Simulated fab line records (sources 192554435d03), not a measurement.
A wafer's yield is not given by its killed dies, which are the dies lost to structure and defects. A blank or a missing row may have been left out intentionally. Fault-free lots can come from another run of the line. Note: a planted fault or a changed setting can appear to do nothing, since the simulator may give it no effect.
fab line records -- flow n5Finfet
[record] lots = 11, wafers = 33, lastDay = 17
route steps=1938 shown BEOL_M7@1311 BEOL_M8@1332 PASSIVATION@1936
lots that met no fault: taken from a fault-free run of the same line
startH: hours from the record's opening day to when the first of the lot's shown wafers began -- waitH: how many hours have passed since the lot's step before this one -- " unchanged from the row above -- L1.1+2: a row that stands for several wafers -- - no value, or no start given -- * or withheld: withheld -- < > ~ a bound
route shown NAME@n: NAME is a module with steps in the file, n the number in the route of the first one -- usual: the fault-free wafers' mean and standard deviation -- same: alike in all rows -- chamber/n: place in a boat -- sites: per-site readings -- _std_site: how widely they spread, as a standard deviation -- _edge_site: outer sites' mean less inner sites' -- radiusMm: for every site, how far away it sits from the centre of the wafer -- mask NAME#n: copy n -- behind: the most recent tool/chamber to have shaped the wafer -- hold: reason for holding the lot/hours on hold/outcome of the hold -- device: the n, p or np transistor that did not switch -- end of line: at the end of the route, the tests of the same wafers -- step lacking rows: just its recipe -- killed: count of dies lost to structure and defects at first sort (not the wafer's yield) -- map: per-die view of a wafer (x killed, . not killed, _ where there is no die)
set.NAME: the run value of the setting; set.NAME@STEP: its run value at that earlier step -- model.NAME: the simulator's own value behind a step, which no gauge read
the route's steps for a sample of lots (tables are steps, rows are wafers)
services: when a tool's chamber went out of use (startH, in hours from the record's first day, below 0 if earlier), for how many hours, and the reason
[[steps]]
[step N5_BEOL_M7_OCD_MEAS_38]
[usual] trenchDepthNm = 93.3/1.4
lot.wafer,tool,chamber,startH,waitH,trenchDepthNm
L914.1,ocd-01,-,197.07,-,92.0
L914.2,ocd-01,-,197.07,-,92.6
L914.4,ocd-01,-,197.07,-,92.7
L918.4,ocd-01,-,220.58,-,93.2
L918.5,ocd-01,-,220.58,-,94.2
L918.6,ocd-01,-,220.58,-,93.2
L920.1,ocd-01,-,237.91,-,92.7
L920.2,ocd-01,-,237.91,-,94.6
L920.6,ocd-01,-,237.91,-,93.4
L921.2,ocd-01,-,241.98,-,91.8
L921.4,ocd-01,-,241.98,-,94.6
L921.6,ocd-01,-,241.98,-,95.1
L922.1,ocd-02,-,242.13,-,91.4
L922.2,ocd-02,-,242.13,-,91.7
L922.6,ocd-02,-,242.13,-,92.3
L923.1,ocd-02,-,265.45,-,91.0
L923.5,ocd-02,-,265.45,-,94.5
L923.6,ocd-02,-,265.45,-,95.3
L930.2,ocd-01,-,306.83,-,92.0
L930.4,ocd-01,-,306.83,-,95.9
L930.6,ocd-01,-,306.83,-,93.5
L932.1,ocd-01,-,333.64,-,90.7
L932.2,ocd-01,-,333.64,-,92.9
L932.6,ocd-01,-,333.64,-,94.5
L935.1,ocd-02,-,335.33,-,93.8
L935.2,ocd-02,-,335.33,-,94.4
L935.3,ocd-02,-,335.33,-,90.2
L933.3,ocd-01,-,336.71,-,96.3
L933.5,ocd-01,-,336.71,-,94.3
L933.6,ocd-01,-,336.71,-,92.7
L934.1,ocd-02,-,340.04,-,94.1
L934.4,ocd-02,-,340.04,-,93.9
L934.6,ocd-02,-,340.04,-,93.1
[step N5_BEOL_M7_PRE_CLEAN_55]
[recipe] gas = NH3, timeS = 15, tempC = withheld, rfPowerW = 300
lot.wafer,tool,chamber,startH,waitH
L914.1+2+4,pecvd-04,"1,0,2",199.60,0.0
L918.4+5+6,pecvd-02,"2,1,0",223.84,0.0
L920.1+2+6,pecvd-04,"0,2,0",242.61,0.0
L921.2+4+6,pecvd-04,"2,0,1",247.57,0.0
L922.1+2+6,pecvd-04,"1,0,0",247.80,0.0
L923.1+5+6,pecvd-04,"1,0,2",268.74,0.0
L930.2+4+6,pecvd-01,"2,2,1",309.23,0.0
L932.1+2+6,pecvd-01,"2,1,1",336.52,0.0
L935.1+2+3,pecvd-02,"0,2,1",337.96,0.0
L933.3+5+6,pecvd-01,"0,0,1",339.45,0.0
L934.1+4+6,pecvd-02,"2,2,0",342.71,0.0
[step N5_BEOL_M7_INSPECT_58]
[recipe] inspectInstrument = darkfield, mode = postDep
[usual] rawDefectCount = 72/25
lot.wafer,tool,chamber,startH,waitH,rawDefectCount
L914.1,defectInspect-01,-,199.72,0.0,43
L914.2,defectInspect-01,-,199.72,0.0,79
L914.4,defectInspect-01,-,199.72,0.0,73
L918.4,defectInspect-01,-,223.95,0.0,46
L918.5,defectInspect-01,-,223.95,0.0,52
L918.6,defectInspect-01,-,223.95,0.0,70
L920.1,defectInspect-02,-,242.73,0.0,88
L920.2,defectInspect-02,-,242.73,0.0,90
L920.6,defectInspect-02,-,242.73,0.0,69
L921.2,defectInspect-01,-,247.69,0.0,70
L921.4,defectInspect-01,-,247.69,0.0,102
L921.6,defectInspect-01,-,247.69,0.0,75
L922.1,defectInspect-02,-,247.92,0.0,503
L922.2,defectInspect-02,-,247.92,0.0,521
L922.6,defectInspect-02,-,247.92,0.0,485
L923.1,defectInspect-02,-,269.13,0.0,505
L923.5,defectInspect-02,-,269.13,0.0,494
L923.6,defectInspect-02,-,269.13,0.0,495
L930.2,defectInspect-02,-,309.35,0.0,49
L930.4,defectInspect-02,-,309.35,0.0,52
L930.6,defectInspect-02,-,309.35,0.0,36
L932.1,defectInspect-01,-,336.67,0.0,70
L932.2,defectInspect-01,-,336.67,0.0,53
L932.6,defectInspect-01,-,336.67,0.0,54
L935.1,defectInspect-02,-,338.08,0.0,64
L935.2,defectInspect-02,-,338.08,0.0,55
L935.3,defectInspect-02,-,338.08,0.0,62
L933.3,defectInspect-01,-,339.57,0.0,89
L933.5,defectInspect-01,-,339.57,0.0,93
L933.6,defectInspect-01,-,339.57,0.0,76
L934.1,defectInspect-02,-,342.83,0.0,69
L934.4,defectInspect-02,-,342.83,0.0,62
L934.6,defectInspect-02,-,342.83,0.0,80
[step N5_BEOL_M8_ILD_DEP_00]
[recipe] material = SiCOH_lowk, targetThkA = 1797.5, tempC = 300, precursor = DEMS/porogen, pressureTorr = 5, rfW = 500, timeS = 33.4
[usual] chamberPressureTorr = 5.001/0.01, heaterPowerW = 315/88, showerheadPlenumPTorr = 5.738/0.02, throttleValvePct = 13.7/0.61
lot.wafer,tool,chamber,startH,waitH,chamberPressureTorr,heaterPowerW,showerheadPlenumPTorr,throttleValvePct
L914.1,pecvd-01,0,199.76,0.0,4.997,271,5.740,13.8
L914.2,pecvd-01,1,199.76,0.0,5.008,422,5.740,14.2
L914.4,pecvd-01,2,199.76,0.0,4.987,236,5.735,13.6
L918.4,pecvd-03,1,224.00,0.1,5.005,452,5.720,14.3
L918.5,pecvd-03,0,224.00,0.1,5.002,265,5.743,13.5
L918.6,pecvd-03,1,224.00,0.1,5.014,447,5.740,14.7
L920.1,pecvd-04,2,242.76,0.0,5.007,197,5.695,13.3
L920.2,pecvd-04,0,242.76,0.0,4.997,177,5.745,13.3
L920.6,pecvd-04,0,242.76,0.0,5.010,178,5.761,13.2
L921.2,pecvd-03,1,247.72,0.0,4.982,415,5.729,14.5
L921.4,pecvd-03,2,247.72,0.0,5.010,298,5.726,12.1
L921.6,pecvd-03,1,247.72,0.0,4.969,431,5.735,14.4
L922.1,pecvd-03,2,247.95,0.0,5.002,349,5.728,12.2
L922.2,pecvd-03,1,247.95,0.0,5.008,427,5.738,14.8
L922.6,pecvd-03,2,247.95,0.0,4.992,349,5.751,11.8
L923.1,pecvd-01,2,269.16,0.0,4.991,253,5.743,13.7
L923.5,pecvd-01,2,269.16,0.0,5.005,192,5.739,13.5
L923.6,pecvd-01,0,269.16,0.0,4.980,350,5.748,13.8
L930.2,pecvd-04,1,309.38,0.0,4.989,314,5.744,13.3
L930.4,pecvd-04,1,309.38,0.0,4.983,332,5.747,13.7
L930.6,pecvd-04,0,309.38,0.0,4.995,192,5.757,13.5
L932.1,pecvd-01,2,336.71,0.0,5.020,189,5.759,13.5
L932.2,pecvd-01,1,336.71,0.0,4.999,431,5.730,14.3
L932.6,pecvd-01,1,336.71,0.0,5.008,434,5.739,14.3
L935.1,pecvd-03,1,338.12,0.0,5.001,397,5.730,14.6
L935.2,pecvd-03,2,338.12,0.0,5.014,339,5.735,12.2
L935.3,pecvd-03,0,338.12,0.0,5.005,298,5.760,13.5
L933.3,pecvd-03,1,339.61,0.0,5.010,422,5.742,14.7
L933.5,pecvd-03,1,339.61,0.0,5.010,416,5.729,14.5
L933.6,pecvd-03,0,339.61,0.0,5.008,266,5.762,13.7
L934.1,pecvd-01,2,342.87,0.0,4.996,205,5.751,13.7
L934.4,pecvd-01,1,342.87,0.0,5.007,387,5.745,14.5
L934.6,pecvd-01,0,342.87,0.0,4.992,311,5.735,13.9
[step N5_BEOL_M8_CURE_74]
[recipe] tempC = 385, timeS = 240, ambient = He/Ar, material = SiCOH_lowk
[usual] lampPowerPct = 52.31/0.06, wafer_temp_C_max = 386.7/0.59
lot.wafer,tool,chamber,startH,waitH,lampPowerPct,wafer_temp_C_max
L914.1,uvCure-01,0,199.83,0.0,52.27,387.4
L914.2,uvCure-01,0,199.83,0.0,52.27,387.5
L914.4,uvCure-01,0,199.83,0.0,52.16,387.5
L918.4,uvCure-02,1,224.31,0.3,52.26,386.2
L918.5,uvCure-02,1,224.31,0.3,52.29,386.9
L918.6,uvCure-02,1,224.31,0.3,52.33,387.2
L920.1,uvCure-01,1,242.83,0.0,52.35,386.1
L920.2,uvCure-01,1,242.83,0.0,52.33,386.3
L920.6,uvCure-01,1,244.43,1.6,52.34,386.2
L921.2,uvCure-03,0,247.87,0.1,52.31,386.1
L921.4,uvCure-03,0,247.87,0.1,52.29,386.4
L921.6,uvCure-03,0,247.87,0.1,52.32,386.6
L922.1,uvCure-01,1,248.02,0.0,52.39,386.2
L922.2,uvCure-01,1,248.02,0.0,52.36,386.3
L922.6,uvCure-01,1,248.02,0.0,52.32,386.1
L923.1,uvCure-03,0,269.23,0.0,52.47,386.8
L923.5,uvCure-03,0,269.23,0.0,52.37,387.1
L923.6,uvCure-03,0,269.23,0.0,52.26,386.2
L930.2,uvCure-02,2,309.55,0.1,52.24,386.7
L930.4,uvCure-02,2,309.55,0.1,52.35,387.1
L930.6,uvCure-02,2,309.55,0.1,52.29,387.0
L932.1,uvCure-01,0,336.80,0.1,52.37,387.3
L932.2,uvCure-01,0,336.80,0.1,52.26,387.0
L932.6,uvCure-01,0,336.80,0.1,52.27,387.8
L935.1,uvCure-03,1,338.18,0.0,52.29,386.3
L935.2,uvCure-03,1,338.18,0.0,52.18,386.7
L935.3,uvCure-03,1,338.18,0.0,52.24,386.1
L933.3,uvCure-01,1,339.83,0.2,52.38,386.0
L933.5,uvCure-01,1,339.83,0.2,52.26,386.2
L933.6,uvCure-01,1,339.83,0.2,52.23,386.3
L934.1,uvCure-02,0,342.93,0.0,52.23,387.1
L934.4,uvCure-02,0,342.93,0.0,52.33,387.2
L934.6,uvCure-02,0,342.93,0.0,52.30,388.2
[step N5_BEOL_M8_INSPECT_13]
[recipe] mode = adi, inspectInstrument = brightfield
[usual] rawDefectCount = 410/97
lot.wafer,tool,chamber,startH,waitH,rawDefectCount
L914.1,defectInspect-01,-,201.69,0.0,366
L914.2,defectInspect-01,-,201.69,0.0,445
L914.4,defectInspect-01,-,201.69,0.0,412
L918.4,defectInspect-02,-,228.83,0.0,285
L918.5,defectInspect-02,-,228.83,0.0,325
L918.6,defectInspect-02,-,228.83,0.0,270
L920.1,defectInspect-02,-,247.41,0.0,434
L920.2,defectInspect-02,-,247.41,0.0,379
L920.6,defectInspect-02,-,247.41,0.0,355
L921.2,defectInspect-01,-,250.38,0.0,419
L921.4,defectInspect-01,-,250.38,0.0,406
L921.6,defectInspect-01,-,250.38,0.0,460
L922.1,defectInspect-01,-,252.42,0.0,860
L922.2,defectInspect-01,-,252.42,0.0,822
L922.6,defectInspect-01,-,252.42,0.0,824
L923.1,defectInspect-02,-,272.11,0.0,867
L923.5,defectInspect-02,-,272.11,0.0,997
L923.6,defectInspect-02,-,272.11,0.0,870
L930.2,defectInspect-02,-,313.20,0.0,339
L930.4,defectInspect-02,-,313.20,0.0,383
L930.6,defectInspect-02,-,313.20,0.0,341
L932.1,defectInspect-01,-,337.89,0.0,400
L932.2,defectInspect-01,-,337.89,0.0,449
L932.6,defectInspect-01,-,337.89,0.0,345
L935.1,defectInspect-01,-,340.58,0.0,430
L935.2,defectInspect-01,-,340.58,0.0,420
L935.3,defectInspect-01,-,340.58,0.0,516
L933.3,defectInspect-01,-,341.28,0.0,534
L933.5,defectInspect-01,-,341.28,0.0,477
L933.6,defectInspect-01,-,341.28,0.0,396
L934.1,defectInspect-01,-,345.26,0.0,330
L934.4,defectInspect-01,-,345.26,0.0,380
L934.6,defectInspect-01,-,345.26,0.0,326
[step N5_PASSIVATION_PROBE_49]
[usual] defectLimitedYield = 91.1/1.4, killed_at_M0_to_M3 = 34/11, killed_at_M4_up = 14/5.7, killedAtContacts = 14/6.9, killedAtFrontEnd = 40/11, killedAtOther = 4/3.1, killedDies = 105/17, killedOnRim = 14/4.1, killedOpen = 70/13, killedShort = 34/7.6, sort_bin_5_function = 5.3/0.95, sort_bin_6_memory = 3.3/0.64, sortNPass = 1075/17, sortYieldPct = 91.1/1.4
[same] grossDies = 1180, killedAtBackSide = 0, sort_bin_4_leakage[%] = 0, sort_bin_8_speed[%] = 0
lot.wafer,tool,chamber,startH,waitH,defectLimitedYield[%],killed_at_M0_to_M3,killed_at_M4_up,killedAtContacts,killedAtFrontEnd,killedAtOther,killedDies,killedOnRim,killedOpen,killedShort,sort_bin_5_function[%],sort_bin_6_memory[%],sortNPass,sortYieldPct[%]
L922.1,prober-01,-,329.17,0.0,83.9,35,106,14,35,0,190,29,65,27,11.5,3.1,990,83.9
L922.2,prober-01,-,329.22,0.1,88.6,35,71,9,18,2,135,24,57,19,7.4,2.7,1045,88.6
L922.6,prober-01,-,329.42,0.3,84.6,33,81,8,57,3,182,29,81,29,9.9,4.1,998,84.6
L923.1,prober-01,-,343.49,0.0,83.1,22,108,16,51,2,199,25,66,31,10.5,5.0,981,83.1
L923.5,prober-01,-,343.69,0.2,85.7,47,78,16,23,5,169,26,65,34,8.2,4.6,1011,85.7
L923.6,prober-01,-,343.74,0.3,86.5,21,64,14,53,7,159,29,70,36,8.2,3.9,1021,86.5
// killed by level:class
L922.1 BEOL_M7:unspecified=96 STI_FIN_REVEAL:geometricParticle:open=13 BEOL_M3:geometricParticle:open=12 MOL_CONTACT_COAG:geometricParticle:open=10 BEOL_M0:geometricParticle:open=7 GATE_CUT:geometricParticle:short=5 MOL_CONTACT_COAG:geometricParticle:short=4 BEOL_M1:geometricParticle:open=4
L922.2 BEOL_M7:unspecified=59 BEOL_M2:geometricParticle:open=15 MOL_CONTACT_COAG:geometricParticle:open=8 FIN_SAQP:geometricParticle:short=6 BEOL_M3:geometricParticle:open=6 BEOL_M0_SAQP:geometricParticle:open=5 BEOL_M4:geometricParticle:open=5 BEOL_M0_SAQP:geometricParticle:short=4
L922.6 BEOL_M7:unspecified=67 BEOL_M2:geometricParticle:open=16 FIN_SAQP:geometricParticle:open=13 STI_FIN_REVEAL:geometricParticle:open=13 MOL_CONTACT_COAG:geometricParticle:open=7 BEOL_M0_SAQP:geometricParticle:short=6 BEOL_M3:geometricParticle:open=6 GATE_CUT:geometricParticle:open=5
L923.1 BEOL_M7:unspecified=102 MOL_CONTACT_COAG:geometricParticle:open=10 FIN_SAQP:geometricParticle:open=8 BEOL_M3:geometricParticle:open=8 SPACER0:geometricParticle:open=8 BEOL_M1:geometricParticle:open=6 GATE_CUT:geometricParticle:short=6 GATE_CUT:geometricParticle:open=6
L923.5 BEOL_M7:unspecified=69 MOL_CONTACT_COAG:geometricParticle:open=14 BEOL_M2:geometricParticle:open=10 BEOL_M0_SAQP:geometricParticle:short=9 BEOL_M0_SAQP:geometricParticle:open=8 BEOL_M3:geometricParticle:open=8 BEOL_M4:geometricParticle:open=6 SPACER0:geometricParticle:short=4
L923.6 BEOL_M7:unspecified=53 FIN_SAQP:geometricParticle:open=16 GATE_CUT:geometricParticle:short=13 MOL_CONTACT_COAG:geometricParticle:open=13 DUMMY_GATE:geometricParticle:open=7 BEOL_M0_SAQP:geometricParticle:short=6 BEOL_M4:geometricParticle:open=6 FIN_SAQP:geometricParticle:short=5
[[services]]
tool,chamber,startH,hours,kind
pecvd-03,0,179.45,4.6,repair
uvCure-02,-,196.14,0.3,repair
pecvd-03,2,202.38,-,clean
pecvd-03,2,202.38,-,consumableReplace:showerhead
pecvd-03,2,202.38,29.0,scheduledDown
pecvd-03,2,202.38,29.0,ventCycle
uvCure-02,-,212.08,2.1,pm
pecvd-04,-,217.39,1.0,repair
pecvd-01,1,221.11,2.1,scheduledDown
pecvd-02,0,227.39,2.1,scheduledDown
pecvd-01,-,245.54,0.4,repair
pecvd-02,2,257.54,8.1,repair
uvCure-02,-,257.80,7.5,pm
pecvd-02,-,258.78,6.9,repair
pecvd-02,-,276.17,1.1,repair
pecvd-03,2,276.37,5.0,scheduledDown
pecvd-04,1,293.87,2.1,scheduledDown
pecvd-03,-,307.04,2.8,pm
pecvd-02,-,308.00,1.4,repair
pecvd-04,0,323.42,2.1,scheduledDown
pecvd-03,1,325.94,2.1,scheduledDown
pecvd-01,0,333.16,5.5,scheduledDown
pecvd-03,0,340.35,2.1,scheduledDown
pecvd-03,1,342.48,5.0,scheduledDown
[[key]]
[firstSign] step = N5_BEOL_M7_INSPECT_58, reading = rawDefectCount, direction = up, sigmas = 17, usual = 72, struck = 500
[effect] step = N5_BEOL_M8_INSPECT_13, reading = rawDefectCount, direction = up, sigmas = 4.8, usual = 410, struck = 873
[effect] step = N5_PASSIVATION_PROBE_49, reading = killed_at_M4_up, direction = up, sigmas = 13, usual = 14, struck = 85
[moreKillsBornAt] N5_BEOL_M7_PRE_CLEAN_55@pecvd-04 = 446
metAt N5_BEOL_M7_PRE_CLEAN_55
struckLots L922,L923
notActingAt N5_BEOL_M7_OCD_MEAS_38,N5_BEOL_M8_ILD_DEP_00,N5_BEOL_M8_CURE_74
onsetBetween 247.57 247.80
[fault] kind = chamberParticleSource, tool = pecvd-04, chamber = -, onsetH = 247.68, steps = N5_BEOL_M7_PRE_CLEAN_55, ratePerVisitCm2 = 0.65038, endH = 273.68
